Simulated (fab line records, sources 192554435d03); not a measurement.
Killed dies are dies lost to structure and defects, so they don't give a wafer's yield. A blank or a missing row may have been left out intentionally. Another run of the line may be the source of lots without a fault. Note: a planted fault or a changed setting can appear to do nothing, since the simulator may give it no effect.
Chamber matching -- flow n5_finfet -- N5_FIN_CUT_ETCH_21 on rie_diel-01 has 4 sister chambers
The step etches SOC in N2/H2, target depth 219 nm, overetch 43.8 nm, time 523.5 s. 7 wafers are shown with their chamber, then 8 later ones without.

## EACH WAFER AND ITS CHAMBER
wafer,chamber,showerhead_plenum_p_Torr (Torr),drypump_motor_current_A (A)
L075.5,3,2.63,4.9
L079.4,1,2.40,5.8
L079.6,1,2.40,5.8
L083.1,2,2.66,6.3
L083.2,0,2.63,6.0
L083.4,2,2.66,6.4
L091.4,0,2.62,6.0

## WAFERS WHOSE CHAMBER IS MISSING
wafer,showerhead_plenum_p_Torr (Torr),drypump_motor_current_A (A)
L091.5,2.62,4.9
L091.6,2.62,6.0
L092.1,2.71,5.8
L092.4,2.62,6.0
L092.6,2.65,6.4
L097.1,2.61,4.9
L097.4,2.64,6.4
L097.5,2.61,4.9

## CHAMBER TAKEN BY EACH
wafer,from the rows above,in truth
L091.5,3,3
L091.6,0,0
L092.1,2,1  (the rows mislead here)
L092.4,0,0
L092.6,2,2
L097.1,3,3
L097.4,2,2
L097.5,3,3
Correctly placed: 7 of 8. From these rows, 0 cannot be placed. 1 placed wrongly.
How it was worked out, from the rows above alone: a wafer's distance from a chamber is the root of the sum, over the readings, of the square of ((its reading less the chamber's mean) divided by the reading's scatter). If the next closest chamber is less than 2 further off than the closest, the wafer can't be placed; otherwise it belongs to the closest. The mean given for a chamber averages the wafers shown for that chamber. How the scatter is found: for the shown wafers, subtract from each reading the mean of its chamber, square and add these, divide the total by (wafers less chambers), then take the root.
